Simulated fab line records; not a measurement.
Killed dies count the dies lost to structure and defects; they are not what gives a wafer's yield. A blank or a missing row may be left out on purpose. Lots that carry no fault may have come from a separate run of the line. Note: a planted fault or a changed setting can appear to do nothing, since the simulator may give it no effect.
Which tool did it? + flow nand_harc + 13 lots with 38 wafers sampled at 6 steps, on a route of 1302 steps

## WHAT THE GAUGES READ, wafer by wafer
NHARC_P_M1_INSPECT_27. Usual: 300 for raw_defect_count, sd 120.
| lot  | measured     | on                | raw_defect_count | flag |
|------|--------------|-------------------|------------------|------|
| L881 | day 6 03:25  | defect_inspect-02 | 310 455 391      |      |
| L882 | day 6 19:13  | defect_inspect-02 | 292 321 510      |      |
| L884 | day 7 14:11  | defect_inspect-02 | 449 283 453      |      |
| L885 | day 7 23:20  | defect_inspect-01 | 554 287 166      |      |
| L886 | day 8 09:23  | defect_inspect-01 | 192 243 403      |      |
| L887 | day 8 23:43  | defect_inspect-01 | 226 339 355      |      |
| L888 | day 9 14:12  | defect_inspect-01 | 193 316 209      |      |
| L890 | day 10 08:02 | defect_inspect-01 | 260 281 161      |      |
| L891 | day 10 23:26 | defect_inspect-01 | 219 152 195      |      |
| L893 | day 11 10:02 | defect_inspect-01 | 121 217          |      |
| L894 | day 12 07:45 | defect_inspect-02 | 383 280 476      |      |
| L903 | day 15 15:04 | defect_inspect-01 | 366 267 259      |      |
| L904 | day 15 22:58 | defect_inspect-02 | 309 171 339      |      |

NHARC_P_M2_CD_MEAS_09: target cd 170 nm. Usual: 170.1 nm for cd_nm, sd 0.63.
| lot  | measured     | on        | cd_nm (nm)        | flag |
|------|--------------|-----------|-------------------|------|
| L881 | day 6 04:55  | cd_sem-03 | 170.3 171.2 170.4 |      |
| L882 | day 6 20:43  | cd_sem-01 | 169.8 169.1 169.5 |      |
| L884 | day 7 15:27  | cd_sem-03 | 170.8 171.1 170.5 |      |
| L885 | day 8 00:36  | cd_sem-03 | 170.6 170.7 170.0 |      |
| L886 | day 8 10:53  | cd_sem-01 | 171.0 170.8 171.0 |      |
| L887 | day 9 01:06  | cd_sem-01 | 169.9 170.1 170.5 |      |
| L888 | day 9 15:28  | cd_sem-02 | 169.7 169.1 168.9 |      |
| L890 | day 10 09:17 | cd_sem-01 | 171.0 169.9 170.0 |      |
| L891 | day 11 00:53 | cd_sem-03 | 169.5 170.5 168.8 |      |
| L893 | day 11 11:26 | cd_sem-02 | 169.2 162.4       | OFF  |
| L894 | day 12 09:09 | cd_sem-02 | 170.1 171.1 170.4 |      |
| L903 | day 15 16:30 | cd_sem-02 | 170.6 170.2 171.3 |      |
| L904 | day 16 00:22 | cd_sem-02 | 170.1 170.5 169.4 |      |

NHARC_END_SORT_01. Usual: defect_limited_yield is 91.1 % with standard deviation 2.9, killed_at_array is 55 with standard deviation 20, killed_at_other is 1.1 with standard deviation 1.2, killed_at_periphery is 3.8 with standard deviation 2.8, killed_dies is 60 with standard deviation 19, killed_open is 3.4 with standard deviation 1.9, and killed_short is 2.2 with standard deviation 1.5.
| lot  | measured     | on        | defect_limited_yield (%) | killed_at_array | killed_at_other | killed_at_periphery | killed_dies | killed_open | killed_short | flag |
|------|--------------|-----------|--------------------------|-----------------|-----------------|---------------------|-------------|-------------|--------------|------|
| L891 | day 29 11:46 | prober-02 | 93.8 94.8 91.9           | 37 31 49        | 0 1 1           | 5 3 5               | 42 35 55    | 4 5 6       | 2 0 4        |      |

## TOOL THAT RAN EACH LOT (tool first, then ch and the chambers of the sampled wafers, then the start)
| lot  | NHARC_P_M1_DEGAS_29          | NHARC_P_M2_PEB_07                 | NHARC_P_M2_ETCH_15                            |
|------|------------------------------|-----------------------------------|-----------------------------------------------|
| L881 | pvd_sputter-02, day 6 01:52  | litho_track-01 ch 0, day 6 04:50  | rie_diel-09 ch 1,2,3, no start                |
| L882 | pvd_sputter-01, day 6 17:41  | litho_track-01 ch 0, day 6 20:37  | rie_diel-09 ch 1,2, no start                  |
| L884 | pvd_sputter-02, day 7 12:37  | litho_track-04 ch 0, day 7 15:22  | rie_diel-09 ch 0,1, no start                  |
| L885 | pvd_sputter-03, day 7 21:22  | litho_track-04 ch 0, day 8 00:31  | rie_diel-11 ch 0,1, no start                  |
| L886 | pvd_sputter-02, day 8 07:30  | litho_track-04 ch 0, day 8 10:49  | rie_diel-09 ch 0,2,3, no start                |
| L887 | pvd_sputter-03, day 8 22:09  | litho_track-06 ch 0, day 9 01:01  | rie_diel-09 ch 0,2, no start                  |
| L888 | pvd_sputter-01, day 9 12:39  | litho_track-06 ch 0, day 9 15:23  | rie_diel-11 ch 0,3, no start                  |
| L890 | pvd_sputter-01, day 10 06:29 | litho_track-01 ch 0, day 10 09:13 | rie_diel-11 ch 0,1,2, no start                |
| L891 | pvd_sputter-02, day 10 21:46 | litho_track-06 ch 0, day 11 00:48 | rie_diel-11 ch 0,1,3, day 29 11:46 or earlier |
| L893 | pvd_sputter-01, day 11 08:31 | litho_track-06 ch 0, day 11 11:21 | rie_diel-11 ch 0,3, no start                  |
| L894 | pvd_sputter-03, day 12 06:12 | litho_track-04 ch 0, day 12 09:04 | rie_diel-09 ch 0,2,3, no start                |
| L903 | pvd_sputter-01, day 15 13:31 | litho_track-04 ch 0, day 15 16:25 | rie_diel-08 ch 0,3, no start                  |
| L904 | pvd_sputter-01, day 15 21:25 | litho_track-01 ch 0, day 16 00:17 | rie_diel-09 ch 0,2,3, no start                |
- NHARC_P_M1_DEGAS_29: time 60 s.
- NHARC_P_M2_PEB_07: peb time 65 s.
- NHARC_P_M2_ETCH_15: etches the open film in C4F8/Ar, target depth 182.5 nm, time 91.2 s.

## AS READ BY THE TOOLS THEMSELVES (means over the sampled wafers that have a number; for cases with no such wafer, the mark the record gives instead)
NHARC_P_M1_DEGAS_29. Usual: 335 W for heater_power_w, sd 28.
| lot  | tool           | heater_power_w (W) | flag |
|------|----------------|--------------------|------|
| L881 | pvd_sputter-02 | 325                |      |
| L882 | pvd_sputter-01 | 368                |      |
| L884 | pvd_sputter-02 | 322                |      |
| L885 | pvd_sputter-03 | 325                |      |
| L886 | pvd_sputter-02 | 322                |      |
| L887 | pvd_sputter-03 | 351                |      |
| L888 | pvd_sputter-01 | 348                |      |
| L890 | pvd_sputter-01 | 363                |      |
| L891 | pvd_sputter-02 | 308                |      |
| L893 | pvd_sputter-01 | 318                |      |
| L894 | pvd_sputter-03 | 329                |      |
| L903 | pvd_sputter-01 | 358                |      |
| L904 | pvd_sputter-01 | 362                |      |

NHARC_P_M2_PEB_07. Usual: 156.6 W for heater_power_total_W, sd 0.44.
| lot  | tool           | heater_power_total_W (W) | flag |
|------|----------------|--------------------------|------|
| L881 | litho_track-01 | 156.8                    |      |
| L882 | litho_track-01 | 156.2                    |      |
| L884 | litho_track-04 | 156.6                    |      |
| L885 | litho_track-04 | 156.4                    |      |
| L886 | litho_track-04 | 156.4                    |      |
| L887 | litho_track-06 | 156.6                    |      |
| L888 | litho_track-06 | 156.7                    |      |
| L890 | litho_track-01 | 157.1                    |      |
| L891 | litho_track-06 | 156.2                    |      |
| L893 | litho_track-06 | 165.9                    | OFF  |
| L894 | litho_track-04 | 156.3                    |      |
| L903 | litho_track-04 | 156.8                    |      |
| L904 | litho_track-01 | 156.3                    |      |

NHARC_P_M2_ETCH_15. Usual: chamber_pressure_mTorr 25.000 mTorr, standard deviation 0.023; oes_product_au 0.945 a.u., standard deviation 0.024; rf_vpp_V 442.3 V, standard deviation 1.8.
| lot  | tool        | chamber_pressure_mTorr (mTorr) | oes_product_au (a.u.) | rf_vpp_V (V) | flag |
|------|-------------|--------------------------------|-----------------------|--------------|------|
| L881 | rie_diel-09 | 24.999                         | 0.922                 | 441.7        |      |
| L882 | rie_diel-09 | 25.018                         | 0.983                 | 442.8        |      |
| L884 | rie_diel-09 | 25.016                         | 0.975                 | 442.0        |      |
| L885 | rie_diel-11 | 24.981                         | 0.931                 | 442.0        |      |
| L886 | rie_diel-09 | 24.984                         | 0.946                 | 443.4        |      |
| L887 | rie_diel-09 | 24.997                         | 0.977                 | 444.1        |      |
| L888 | rie_diel-11 | 24.996                         | 0.922                 | 439.9        |      |
| L890 | rie_diel-11 | 25.031                         | 0.914                 | 442.3        |      |
| L891 | rie_diel-11 | 24.993                         | 0.928                 | 440.8        |      |
| L893 | rie_diel-11 | 24.990                         | 0.925                 | 438.6        |      |
| L894 | rie_diel-09 | 25.001                         | 0.927                 | 443.0        |      |
| L903 | rie_diel-08 | 24.996                         | 0.970                 | 441.8        |      |
| L904 | rie_diel-09 | 25.024                         | 0.957                 | 442.6        |      |

## THE ANSWER, worked out from the rows above alone
Rule: a lot counts as off when the mean over its wafers that have a number is more than 3 standard deviations away from the usual mean. Also off: a lot with no number at a reading for which 4 or more lots have one. All remaining lots with rows at the step are treated as sound. The gauges are gone through in route order, then the tools' own readings, and for those a lot's mean is taken as printed above. The first step at which some lot is off is used, and at that step the reading that is off furthest; a lot without a number counts as furthest.
Off: L893 (NHARC_P_M2_CD_MEAS_09, cd_nm).
A tool fits if, at a process step before that reading, it ran every lot that is off, and no sound lot after the first of them. Not tried: the gauges at NHARC_P_M2_CD_MEAS_09; whatever is off there is also off at NHARC_P_M2_PEB_07, on other tools, and gauge error can't account for it. One fits: litho_track-06 at NHARC_P_M2_PEB_07. Its last sound lot is L891 (day 11 00:48), its first lot that is off L893 (day 11 11:21): a fault that began between those two fits.
On the lots that are off, the tool's own readings at NHARC_P_M2_PEB_07 differ by more than 5 times the standard deviation of the sound lots' means, which bears it out; heater_power_total_W reads 165.9 W there versus 156.5 W on the sound lots.

## WHAT THE SIMULATOR PUT IN
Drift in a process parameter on litho_track-06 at NHARC_P_M2_PEB_07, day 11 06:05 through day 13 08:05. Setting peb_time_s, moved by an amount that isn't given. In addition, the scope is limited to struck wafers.
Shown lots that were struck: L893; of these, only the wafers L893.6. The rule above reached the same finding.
